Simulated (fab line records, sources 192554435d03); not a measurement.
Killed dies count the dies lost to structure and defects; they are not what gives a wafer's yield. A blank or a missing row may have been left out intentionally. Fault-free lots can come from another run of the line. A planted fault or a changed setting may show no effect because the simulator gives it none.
A lot that was struck, set against a sound lot	flow n5 finfet	15 steps out of a route of 1938
Sound: wafers L490.1, L490.2, L490.6. Struck: wafer L505.2 (L505.1, L505.6, from the same lot, were not struck and are left out); the cause is given at the end.
Each step with rows lists, per side, the tool, then ch with its chambers, then its first start. Under that, the readings that differ: sound wafers	struck wafers	difference of the means	sigmas: that difference in standard deviations of wafers without a fault.
alike: readings with means less than 2 such deviations apart, plus words and numbers identical on both sides. not compared: withheld readings, readings lacking a value on some wafer, bounds such as >300 that could conceal the same value, and numbers that have no deviation in the record and whose values overlap.
Wherever a step has rows on one side only, a row that says differs or no value, or a row with sigmas, the two part there. When numbers do not overlap yet have no deviation, they are printed without sigmas and do not part them. A reading missing from all wafers of one side parts the sides only when that side holds two or more wafers.

first, 1 step without rows for these wafers: N5_HKMG_FIN_DESCUM_53 (chemistry O2, time 7.9 s).
N5_HKMG_FIN_ETCH_54: etches SiARC in CF4, target depth 45.5 nm, time 75.8 s.
  sound on rie diel-03 ch 0,2,3, day 4 16:44; struck on rie diel-02 ch 2, day 8 04:54
reading	sound	struck	difference	sigmas
cf4 flow sccm (sccm)	100.3 99.8 99.0	100.5	+0.8	+2
  alike: drypump motor current A, etch rf on time s, oes product au, rf vpp V, showerhead plenum p Torr, throttle valve pct
  not compared: rf hours counter h
then, 2 steps without rows for these wafers: N5_HKMG_FIN_ETCH_55 (etches SOC in N2/H2, target depth 240 nm, time 300 s); N5_HKMG_FIN_STRIP_56 (strips in N2/H2).
N5_HKMG_FIN_STRIP_57: strips in CF4.
  sound on rie diel-03 ch 0,2,3, day 4 16:58; struck on rie diel-02 ch 2, day 8 05:08
  alike: cf4 flow sccm, drypump motor current A, oes product au, rf vpp V, showerhead plenum p Torr, throttle valve pct
  not compared: rf hours counter h
N5_HKMG_FIN_ETCH_58: etches SOC in N2/H2, target depth 215.8 nm, time 741 s.
  sound on rie diel-03 ch 0,2,3, day 4 16:59; struck on rie diel-02 ch 2, day 8 05:10
  alike: drypump motor current A, oes product au, rf vpp V, showerhead plenum p Torr, throttle valve pct
  not compared: rf hours counter h
N5_HKMG_FIN_STRIP_93: strips SOC in N2/H2, time 20 s.
  sound on rie diel-03 ch 0,2,3, day 4 17:25; struck on rie diel-02 ch 2, day 8 05:35
  alike: drypump motor current A, oes product au, rf vpp V, showerhead plenum p Torr, throttle valve pct
  not compared: rf hours counter h
then, 1 step without rows for these wafers: N5_HKMG_FIN_WET_ETCH_76 (etches Al2O3 in dNH4OH, stops on La2O3, target depth 2.25 nm, rinse time 30 s).
N5_HKMG_FIN_STRIP_60: strips in N2/H2, time 360 s.
  sound on plasma asher-02 ch 0,1, day 4 17:34; struck on plasma asher-02 ch 1, day 8 05:47
  alike: drypump motor current A, heater power w
  not compared: rf hours counter h
then, 3 steps without rows for these wafers: N5_HKMG_FIN_WET_ETCH_77 (etches La2O3 in dHCl, stops on HfO2, target depth 2 nm); N5_HKMG_FIN_WET_ETCH_78 (etches Al2O3 in dNH4OH, stops on La2O3, target depth 4.5 nm, rinse time 30 s); N5_HKMG_FIN_ALD_79 (deposits TiN, target thk 1.5 nm, pulse time 1 s, purge time 3 s).
N5_HKMG_FIN_CVD_62: deposits a-Si from Si2H6, target thk 3 nm, time 20.8 s.
  sound on thermal cvd si-02 ch 0,1, day 4 18:26; struck on thermal cvd si-01 ch 1, day 8 06:38
reading	sound	struck	difference	sigmas
model.a-Si_of_HKMG_FIN_CVD_62.thk nm (nm)	2.8 3 2.8	1.8	-1.1	
  alike: heater power w
  not compared: since wet clean h
then, 1 step without rows for these wafers: N5_HKMG_FIN_RTA_80 (time 2 s).
-- a jump in the record: the struck wafers' starts before and after are 6 days apart (it breaks off in module HKMG_FIN and resumes in module BEOL_M4, where the first step shown is number 1111 of the route) --
N5_BEOL_M4_RC_MEAS_101:
  sound on prober-01 ch 0, day 9 16:57; struck on prober-01 ch 0, day 13 20:25
  alike: DIBL_N, DIBL_P, IOFF_N, IOFF_P, ION_N, ION_P, SS_N, SS_P, VT_N, VT_P

WHERE THEY PART
At N5_HKMG_FIN_ETCH_54 and nowhere else, as far as this record goes. Later steps at which nothing parts them and some readings are alike: N5_HKMG_FIN_STRIP_57, N5_HKMG_FIN_ETCH_58, N5_HKMG_FIN_STRIP_93, N5_HKMG_FIN_STRIP_60, N5_HKMG_FIN_CVD_62, N5_BEOL_M4_RC_MEAS_101.

WHY: the cause the simulator had injected
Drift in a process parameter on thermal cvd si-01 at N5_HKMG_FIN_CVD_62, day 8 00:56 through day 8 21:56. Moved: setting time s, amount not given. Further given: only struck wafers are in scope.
